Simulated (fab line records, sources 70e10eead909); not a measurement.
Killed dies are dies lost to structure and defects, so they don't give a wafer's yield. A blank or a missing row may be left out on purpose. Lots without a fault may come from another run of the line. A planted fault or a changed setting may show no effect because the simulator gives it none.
fab line records | flow nand_harc
record lots=13 wafers=39 last_day=24
route steps=1159 shown P_ZERO_WELL@17 P_STI@80
lots that met no fault: from a run of the same line without faults
start_h: hours from the record's first day to the start of the lot's first wafer shown | wait_h: hours since the lot's step before | " the same as in the row above | L1.1+2: a row that stands for several wafers | - no value, or no start given | * or withheld: withheld | < > ~ a bound
route shown NAME@n: a module of which the file shows steps, and the number in the route of the first | usual: mean/standard deviation of fault-free wafers | same: alike in all rows | chamber/n: place in a boat | sites: the reading at each site | _std_site: their standard deviation | _edge_site: outer sites' mean less inner sites' | radius_mm: how far each site lies from the wafer's centre | mask NAME#n: copy n | behind: the tool/chamber that last shaped the wafer | hold: why the lot was held/for how many hours/how that ended | device: the transistor (n, p or np) that didn't switch | end of line: the same wafers' tests at the end of the route | a step without rows: its recipe alone | killed: dies lost to structure and defects at the first sort, not the wafer's yield | map: a wafer's dies, x killed, . not, _ none there
set.NAME: the setting as run; set.NAME@STEP: as run at that earlier step | model.NAME: the simulator's own value behind a step, which no gauge read
steps of the route over a sample of lots; a table a step, a row a wafer
services: from which hour (start_h, from the record's first day; less than 0 if before it) a tool's chamber was out of use, for how many hours, and why
## steps
# step NHARC_P_ZERO_WELL_ETCH_65
# recipe target_depth_a=800 overetch_a=240 time_s=87.88 ion_energy_ev=200 n2_flow_sccm=150 h2_flow_sccm=150 ar_flow_sccm=0 rf_w=400 bias_w=150 chemistry=N2/H2
# usual drypump_motor_current_A=5.6/0.46 oes_product_au=1.000/0.01 rf_vpp_V=430.9/2.7 showerhead_plenum_p_Torr=2.05/0.086 throttle_valve_pct=14.172/0.0089
# same time_s=87.88
# columns lot.wafer tool chamber start_h wait_h drypump_motor_current_A oes_product_au rf_hours_counter_h rf_vpp_V showerhead_plenum_p_Torr throttle_valve_pct
L892.1 rie_diel-13 3 13.48 0.1 4.6 1.004 7 431.9 2.09 14.174
L892.4 " 0 " " 5.8 0.979 6 428.2 2.02 14.178
L892.3 " 1 " " 5.7 1.007 7 434.4 2.15 14.177
L893.3 rie_diel-01 2 19.38 0.1 5.6 1.014 4 425.4 1.91 14.177
L893.1 " 1 " " 4.9 1.000 3 434.6 2.15 14.173
L893.6 " 3 " " 6.3 1.013 - 434.0 2.17 14.147
L895.4 rie_diel-01 0 31.48 0.1 6.1 1.011 4 428.7 1.96 14.161
L895.2 " 1 " " 4.8 1.000 4 434.2 2.15 14.164
L895.3 " 3 " " 6.3 0.996 2 434.4 2.17 14.170
L896.4 rie_diel-13 0 37.36 0.1 5.8 0.979 7 430.8 2.02 14.166
L896.3 " 1 " " 5.7 1.000 8 433.6 2.15 14.184
L896.6 " 1 " " 5.7 0.993 - 432.8 2.15 14.178
L898.2 rie_diel-13 1 49.50 0.1 5.7 1.004 8 433.8 2.15 14.177
L898.5 " 2 " " 5.8 1.011 - 430.5 2.02 14.185
L898.6 " 3 " " 4.7 1.003 - 431.7 2.09 14.159
L899.4 rie_diel-13 0 55.48 0.1 5.7 0.993 8 429.7 2.02 14.191
L899.3 " 2 " " 5.8 1.013 8 430.7 2.02 14.168
L899.2 " 3 " " 4.7 1.001 9 432.6 2.09 14.168
L900.4 rie_diel-10 1 62.09 0.1 5.4 1.004 3 433.8 2.10 14.176
L900.1 " 3 " " 5.8 0.997 3 424.6 1.91 14.168
L900.6 " 0 " " 5.9 0.989 - 430.3 2.02 14.171
L902.1 rie_diel-01 2 73.38 0.1 5.6 0.997 8 425.8 1.91 14.183
L902.3 " 0 " " 6.2 1.007 8 429.4 1.96 14.174
L902.2 " 1 " " 4.8 0.996 8 433.8 2.15 14.186
L904.4 rie_diel-10 3 85.35 0.1 5.9 0.999 4 426.8 1.91 14.177
L904.1 " 0 " " 5.9 0.995 6 431.1 2.02 14.166
L904.3 " 2 " " 5.9 1.008 5 434.7 2.13 14.162
L912.1 rie_diel-13 3 133.37 0.1 4.7 0.991 1 429.9 2.09 14.180
L912.4 " 0 " " 5.8 0.984 1 429.9 2.02 14.175
L912.2 " 1 " " 5.7 1.000 2 433.3 2.14 14.160
L913.4 rie_diel-10 3 139.36 0.1 5.8 1.006 9 426.9 1.91 14.161
L913.1 " 2 " " 5.9 1.014 9 433.4 2.13 14.180
L913.5 " 3 " " 5.9 1.012 - 426.0 1.91 14.172
L914.1 rie_diel-10 3 145.54 0.1 5.9 0.999 9 427.1 1.91 14.175
L914.2 " 0 " " 5.9 0.983 11 429.7 2.02 14.157
L914.6 " 2 " " 5.9 1.009 - 433.0 2.13 14.164
L915.3 rie_diel-01 1 151.54 0.1 4.8 1.000 1 434.9 2.15 14.162
L915.2 " 3 " " 6.3 0.992 1 433.7 2.17 14.167
L915.6 " 0 " " 6.2 1.014 - 430.1 1.96 14.160
# step NHARC_P_ZERO_WELL_DESCUM_26
# recipe time_s=3 o2_flow_sccm=200 ar_flow_sccm=0 bias_power_w=0 chemistry=O2
# usual drypump_motor_current_A=5.7/0.42 o2_flow_sccm=200.0/0.63 oes_product_au=1.003/0.011 rf_vpp_V=57.8/0.85 showerhead_plenum_p_Torr=1.93/0.078 throttle_valve_pct=11.310/0.0085
# same time_s=3
# columns lot.wafer tool chamber start_h wait_h drypump_motor_current_A o2_flow_sccm oes_product_au rf_hours_counter_h rf_vpp_V showerhead_plenum_p_Torr throttle_valve_pct
L892.1 rie_diel-01 2 14.76 - 5.6 200.4 1.013 3.3 57.1 1.79 11.307
L892.4 " 0 " " 6.2 200.3 1.014 3.1 56.5 1.84 11.320
L892.3 " 1 " " 4.8 200.3 0.993 3.2 57.9 2.02 11.325
L893.3 rie_diel-13 0 20.66 - 5.8 200.6 0.981 5.8 57.1 1.89 11.309
L893.1 " 2 " " 5.8 201.3 1.015 5.5 58.6 1.90 11.308
L893.6 " 0 " " 5.8 200.1 0.990 - 57.8 1.89 11.300
L895.3 rie_diel-01 3 32.73 - 6.2 200.3 1.008 2.5 58.2 2.03 11.307
L895.2 " 0 " " 6.2 199.7 1.010 4.3 58.2 1.84 11.317
L895.4 " 2 " " 5.6 199.9 1.005 4.8 56.6 1.79 11.316
L896.3 rie_diel-13 1 38.62 - 5.7 201.7 1.010 7.9 58.0 2.01 11.304
L896.4 " 3 " " 4.7 200.1 1.006 7.7 58.9 1.96 11.306
L896.6 " 2 " " 5.8 200.4 1.003 - 58.0 1.90 11.304
L898.2 rie_diel-10 3 50.64 - 5.8 200.2 1.009 2.7 57.7 1.80 11.305
L898.6 " 1 " " 5.4 200.1 1.002 - 56.6 1.97 11.321
L898.5 " 2 " " 5.9 199.7 1.020 - 58.2 2.00 11.305
L899.4 rie_diel-01 1 56.74 - 4.8 200.7 0.996 6.2 58.2 2.02 11.308
L899.3 " 3 " " 6.2 200.9 1.004 4.2 58.1 2.03 11.310
L899.2 " 0 " " 6.2 199.6 1.017 6.0 56.8 1.84 11.307
L900.1 rie_diel-13 1 63.38 - 5.7 199.5 1.000 9.5 58.4 2.01 11.316
L900.4 " 2 " " 5.8 200.6 1.011 - 57.2 1.90 11.305
L900.6 " 0 " " 5.7 199.5 0.974 - 57.0 1.89 11.312
L902.3 rie_diel-01 0 74.64 - 6.2 199.4 1.013 7.8 56.3 1.84 11.309
L902.2 " 2 " " 5.6 199.5 1.013 8.0 55.7 1.79 11.317
L902.1 " 3 " " 6.3 200.2 1.014 5.7 58.8 2.03 11.310
L904.4 rie_diel-13 0 86.48 - 5.8 200.1 0.983 10.4 57.5 1.89 11.328
L904.3 " 1 " " 5.7 198.1 1.002 11.3 57.2 2.01 11.314
L904.1 " 2 " " 5.8 200.9 1.002 9.7 57.7 1.90 11.302
L912.1 rie_diel-10 1 134.63 - 5.4 199.6 1.005 8.1 57.8 1.97 11.283
L912.2 " 3 " " 5.9 199.1 1.008 8.3 58.5 1.80 11.300
L912.4 " 0 " " 5.8 199.6 1.003 10.1 57.5 1.90 11.304
L913.4 rie_diel-10 1 140.77 - 5.3 200.3 0.997 8.7 58.8 1.97 11.317
L913.1 " 3 " " 5.9 199.7 1.009 8.8 55.9 1.80 11.304
L913.5 " 2 " " 5.9 199.1 1.016 - 58.7 1.99 11.309
L914.1 rie_diel-13 0 146.82 - 5.8 200.0 0.993 2.6 57.6 1.89 11.315
L914.2 " 1 " " 5.7 199.7 1.012 2.9 57.7 2.01 11.299
L914.6 " 3 " " 4.6 200.6 1.005 - 57.9 1.96 11.303
L915.2 rie_diel-10 3 152.67 - 5.9 199.6 1.000 9.1 57.0 1.80 11.307
L915.3 " 1 " " 5.3 200.6 1.002 9.1 57.8 1.97 11.310
L915.6 " 0 " " 5.9 199.2 0.981 - 57.6 1.90 11.310
# step NHARC_P_STI_EXPOSE_06
# recipe na=0.55 target_cd_nm=200 dose_mj=37.69 mask_id=P_STI
# columns lot.wafer tool chamber start_h wait_h mask
L892.1+3+4 krf_scanner-02 0 43.63 - P_STI#0
L893.1+3+6 krf_scanner-03 0 43.79 - P_STI#0
L895.2+3+4 krf_scanner-01 0 55.96 - P_STI#0
L896.3+4+6 krf_scanner-03 0 56.13 - P_STI#0
L898.2+5+6 krf_scanner-02 0 70.92 - P_STI#0
L899.2+3+4 krf_scanner-01 0 76.90 - P_STI#0
L900.1+4+6 krf_scanner-02 0 87.04 - P_STI#0
L902.1+2+3 krf_scanner-01 0 97.00 - P_STI_R1#0
L904.1+3+4 krf_scanner-02 0 106.49 - P_STI#0
L912.1+2+4 krf_scanner-01 0 155.01 - P_STI#0
L913.1+4+5 krf_scanner-02 0 162.28 - P_STI#0
L914.1+2+6 krf_scanner-01 0 168.55 - P_STI#0
L915.2+3+6 krf_scanner-02 0 172.85 - P_STI#0
# step NHARC_P_STI_CD_MEAS_09
# recipe target_cd_nm=200 landing_energy_ev=500
# usual cd_nm=200.0/2.7
# columns lot.wafer tool chamber start_h wait_h cd_nm
L892.1 cd_sem-02 0 43.79 - 202.1
L892.3 " 0 " " 195.3
L892.4 " 0 " " 199.1
L893.1 cd_sem-03 0 43.95 - 199.4
L893.3 " 0 " " 198.3
L893.6 " 0 " " 196.8
L895.2 cd_sem-01 0 56.11 - 199.3
L895.3 " 0 " " 197.2
L895.4 " 0 " " 197.6
L896.3 cd_sem-01 0 56.27 - 201.5
L896.4 " 0 " " 197.3
L896.6 " 0 " " 198.8
L898.2 cd_sem-02 0 71.07 - 198.1
L898.5 " 0 " " 199.1
L898.6 " 0 " " 197.6
L899.2 cd_sem-02 0 77.06 - 204.8
L899.3 " 0 " " 203.8
L899.4 " 0 " " 205.5
L900.1 cd_sem-02 0 87.20 - 200.1
L900.4 " 0 " " 200.8
L900.6 " 0 " " 202.0
L902.1 cd_sem-01 0 97.15 - 220.7
L902.2 " 0 " " 220.9
L902.3 " 0 " " 218.3
L904.1 cd_sem-02 0 106.64 - 202.2
L904.3 " 0 " " 197.8
L904.4 " 0 " " 197.2
L912.1 cd_sem-01 0 155.16 - 196.3
L912.2 " 0 " " 199.6
L912.4 " 0 " " 197.3
L913.1 cd_sem-02 0 162.44 - 201.7
L913.4 " 0 " " 203.2
L913.5 " 0 " " 199.6
L914.1 cd_sem-02 0 168.71 - 202.1
L914.2 " 0 " " 204.3
L914.6 " 0 " " 203.0
L915.2 cd_sem-01 0 173.00 - 200.3
L915.3 " 0 " " 199.5
L915.6 " 0 " " 201.8
# step NHARC_P_STI_OCD_MEAS_17
# usual trench_depth_nm=300/5.6 trench_foot_cd_nm=158.1/2.9
# columns lot.wafer tool chamber start_h wait_h trench_depth_nm trench_foot_cd_nm
L892.1 ocd-01 - 44.61 0.1 295 160.8
L892.3 " - " " 296 154.5
L892.4 " - " " 298 157.1
L893.1 ocd-02 - 44.75 0.1 301 156.5
L893.3 " - " " 296 156.4
L893.6 " - " " 316 152.6
L895.2 ocd-02 - 56.94 0.1 306 155.9
L895.3 " - " " 305 155.2
L895.4 " - " " 299 156.0
L896.3 ocd-01 - 57.06 0.1 298 160.3
L896.4 " - " " 291 157.2
L896.6 " - " " 295 157.7
L898.2 ocd-01 - 71.91 0.1 289 157.9
L898.5 " - " " 299 156.8
L898.6 " - " " 309 154.5
L899.2 ocd-01 - 77.84 0.1 295 162.9
L899.3 " - " " 304 160.8
L899.4 " - " " 290 164.4
L900.1 ocd-02 - 87.98 0.1 298 157.9
L900.4 " - " " 303 158.7
L900.6 " - " " 304 159.3
L902.1 ocd-01 - 97.93 0.1 298 178.4
L902.2 " - " " 295 178.9
L902.3 " - " " 312 174.6
L904.1 ocd-02 - 107.44 0.1 302 160.2
L904.3 " - " " 297 156.3
L904.4 " - " " 300 155.0
L912.1 ocd-02 - 155.94 0.1 293 155.1
L912.2 " - " " 303 157.4
L912.4 " - " " 296 156.1
L913.1 ocd-01 - 163.26 0.1 306 158.8
L913.4 " - " " 294 162.1
L913.5 " - " " 311 155.7
L914.1 ocd-02 - 169.50 0.1 298 160.9
L914.2 " - " " 297 162.3
L914.6 " - " " 295 161.4
L915.2 ocd-02 - 173.84 0.1 305 157.1
L915.3 " - " " 293 158.9
L915.6 " - " " 295 160.4
# step NHARC_P_STI_INSPECT_25
# usual raw_defect_count=227/83
# columns lot.wafer tool chamber start_h wait_h raw_defect_count
L893.1 defect_inspect-01 - 71.14 0.4 136
L893.3 " - " " 250
L893.6 " - " " 161
L892.1 defect_inspect-02 - 71.14 0.4 105
L892.3 " - " " 149
L892.4 " - " " 191
L895.2 defect_inspect-02 - 86.26 0.4 201
L895.3 " - " " 135
L895.4 " - " " 120
L896.3 defect_inspect-01 - 86.26 0.4 177
L896.4 " - " " 187
L896.6 " - " " 117
L898.2 defect_inspect-01 - 102.20 0.4 261
L898.5 " - " " 200
L898.6 " - " " 158
L899.2 defect_inspect-02 - 109.51 0.4 374
L899.3 " - " " 211
L899.4 " - " " 242
L900.1 defect_inspect-02 - 119.16 0.4 175
L900.4 " - " " 199
L900.6 " - " " 330
L902.1 defect_inspect-01 - 132.22 0.4 275
L902.2 " - " " 266
L902.3 " - " " 253
L904.1 defect_inspect-01 - 144.41 0.4 176
L904.3 " - " " 200
L904.4 " - " " 206
L912.1 defect_inspect-01 - 183.36 0.4 230
L912.2 " - " " 185
L912.4 " - " " 302
L913.1 defect_inspect-02 - 192.38 0.4 344
L913.4 " - " " 271
L913.5 " - " " 299
L914.1 defect_inspect-02 - 199.00 0.4 201
L914.2 " - " " 171
L914.6 " - " " 345
L915.2 defect_inspect-01 - 199.00 0.4 345
L915.3 " - " " 272
L915.6 " - " " 225
## services
# columns tool chamber start_h hours kind
krf_scanner-02 - -9.98 0.5 repair
krf_scanner-03 - -4.00 4.0 pm
rie_diel-10 - -0.50 9.0 pm
rie_diel-13 0 4.50 - clean
rie_diel-13 1 4.50 - clean
rie_diel-13 2 4.50 - clean
rie_diel-10 3 27.28 6.4 repair
rie_diel-10 1 32.53 7.7 repair
krf_scanner-02 - 38.00 4.0 pm
rie_diel-13 3 61.38 9.4 repair
krf_scanner-01 - 65.76 1.0 repair
krf_scanner-01 - 84.00 4.0 pm
krf_scanner-01 - 89.06 3.9 repair
rie_diel-13 2 94.41 8.3 repair
rie_diel-13 3 97.22 4.7 repair
rie_diel-13 - 99.23 9.0 pm
rie_diel-01 3 110.92 4.1 repair
krf_scanner-03 - 125.85 0.8 repair
rie_diel-01 1 127.68 7.2 repair
krf_scanner-02 - 129.06 2.9 repair
rie_diel-01 - 137.80 9.0 pm
rie_diel-13 2 144.91 2.9 repair
krf_scanner-02 - 149.32 0.3 repair
krf_scanner-03 - 168.00 4.0 pm
## key
first_sign step=NHARC_P_STI_EXPOSE_06 reading=mask direction=changed
effect step=NHARC_P_STI_CD_MEAS_09 reading=cd_nm direction=up sigmas=7.3 usual=200.0 struck=220.0
effect step=NHARC_P_STI_OCD_MEAS_17 reading=trench_foot_cd_nm direction=up sigmas=6.7 usual=158.1 struck=177.3
met_at NHARC_P_STI_EXPOSE_06
struck_lots L902
sort_left_out L902.1,L902.2,L902.3
tester_left_out L902
not_acting_at NHARC_P_ZERO_WELL_ETCH_65,NHARC_P_ZERO_WELL_DESCUM_26,NHARC_P_STI_INSPECT_25
onset_between 76.90 97.00
fault kind=wrong_mask tool=any chamber=- onset_h=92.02 steps=NHARC_P_STI_EXPOSE_06 aux_copy=P_STI_R1#0 cd_offset_nm=19.293 scope=struck_lots_only
# tester_left_out: of these lots the tester's yield and bins aren't shown, on N5 and GAA mostly nor the transistor test; their killed dies are dies lost to structure and defects alone, not to doping, threshold or leakage, so they don't give the yield
# sort_left_out: the simulated sort isn't trusted on such a fault, so these wafers' sort isn't shown, and their yield isn't known
